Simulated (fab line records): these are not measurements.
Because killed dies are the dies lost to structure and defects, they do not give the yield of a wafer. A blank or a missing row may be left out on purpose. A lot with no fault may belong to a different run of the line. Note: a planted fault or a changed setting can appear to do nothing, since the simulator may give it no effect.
A lot that was struck, set against a sound lot | flow nand harc | 15 steps out of a route of 1302
Sound: these wafers, L592.1, L592.4, L592.5. Struck: wafer L601.4. (L601.1, L601.2 of the same lot were not struck and are left out.) The cause comes at the end.
Each step with rows lists, per side, the tool, then ch with its chambers, then its first start. Under that, the readings that differ: sound wafers | struck wafers | difference of the means | sigmas: that difference in standard deviations of wafers without a fault.
alike: words and numbers the same on both sides, and readings whose means are apart by under 2 such deviations; not compared: readings that were withheld, readings missing a value for some wafer, numbers with overlapping values and no deviation given by the record, and bounds like >300 which may hide the same value.
The two part at a step that has a row with sigmas, a row that says differs or no value, or rows on one side only. Non-overlapping numbers with no deviation appear without sigmas and do not part them. A reading that every wafer of one side lacks parts them only if that side has two wafers or more.

first, 7 steps without rows for these wafers: NHARC_A_CONTACT_COAT_62 (time 65 s); NHARC_A_CONTACT_COAT_63 (resist thk 90 nm); NHARC_A_CONTACT_SOFTBAKE_64 (time 55 s); NHARC_A_CONTACT_EBR_65; NHARC_A_CONTACT_EXPOSE_66 (exposes mask A CC 2); NHARC_A_CONTACT_PEB_67 (peb time 65 s); NHARC_A_CONTACT_DEVELOP_68 (develop time 35 s).
NHARC_A_CONTACT_CD_MEAS_69: the cd target is 300 nm.
  sound on cd sem-02 ch 0, day 23 10:06; struck on cd sem-03 ch 0, day 26 16:55
  alike: cd nm
NHARC_A_CONTACT_OVL_MEAS_70:
  sound on overlay-02 at day 23 10:11; struck on overlay-02 at day 26 17:01
  alike: overlay x nm, overlay y nm
NHARC_A_CONTACT_INSPECT_71:
  sound on defect inspect-02 at day 23 10:13; struck on defect inspect-01 at day 26 17:03
  alike: raw defect count
NHARC_A_CONTACT_DESCUM_74: chemistry O2, time 3 s.
  sound on rie diel-02 ch 1,3, day 23 10:20; struck on rie diel-02 ch 1, day 26 17:07
  reading      | sound          | struck | difference | sigmas
  rf vpp V (V) | 57.3 59.5 58.2 | 56.5   | -1.8       | -2
  alike: drypump motor current A, o2 flow sccm, oes product au, showerhead plenum p Torr, throttle valve pct
  not compared: rf hours counter h
NHARC_A_CONTACT_ETCH_75: etches the open film in CF4, target depth 39 nm, time 65 s.
  sound on rie diel-02 ch 0,1,3, day 23 10:26; struck on rie diel-02 ch 0, day 26 17:11
  alike: drypump motor current A, oes product au, rf vpp V, showerhead plenum p Torr, throttle valve pct
  not compared: rf hours counter h
NHARC_A_CONTACT_ETCH_76: etches the open film in N2/H2, target depth 260 nm, time 475.3 s.
  sound on rie diel-02 ch 0,1,3, day 23 10:34; struck on rie diel-02 ch 0, day 26 17:17
  reading               | sound             | struck | difference | sigmas
  oes product au (a.u.) | 1.018 0.998 0.990 | 0.794  | -0.208     | -21
  alike: drypump motor current A, n2 flow sccm, rf vpp V, showerhead plenum p Torr, throttle valve pct
  not compared: rf hours counter h
NHARC_A_CONTACT_ETCH_77: etches the open film in CF4/CHF3, target depth 108.9 nm, time 54.5 s.
  sound on rie diel-02 ch 1,2; struck on rie diel-02 ch 3
  reading                     | sound       | struck | difference | sigmas
  drypump motor current A (A) | 5.3 5.0 5.3 | 6.1    | +0.9       | +2
  alike: oes product au, rf vpp V, showerhead plenum p Torr, throttle valve pct
  not compared: rf hours counter h
-- the record jumps here: 3 days lie between the struck wafers' starts before and after (it left off in module A_CONTACT and takes up again in module END, whose first step shown is number 1302 of the route) --
NHARC_END_SORT_01:
  the record has rows for the struck wafers here (prober-01 ch 0, day 29 07:56) and none for the sound ones

WHERE THEY PART
At NHARC_A_CONTACT_DESCUM_74 first; at NHARC_END_SORT_01 last (within this record only).

WHY: whatever the simulator had introduced
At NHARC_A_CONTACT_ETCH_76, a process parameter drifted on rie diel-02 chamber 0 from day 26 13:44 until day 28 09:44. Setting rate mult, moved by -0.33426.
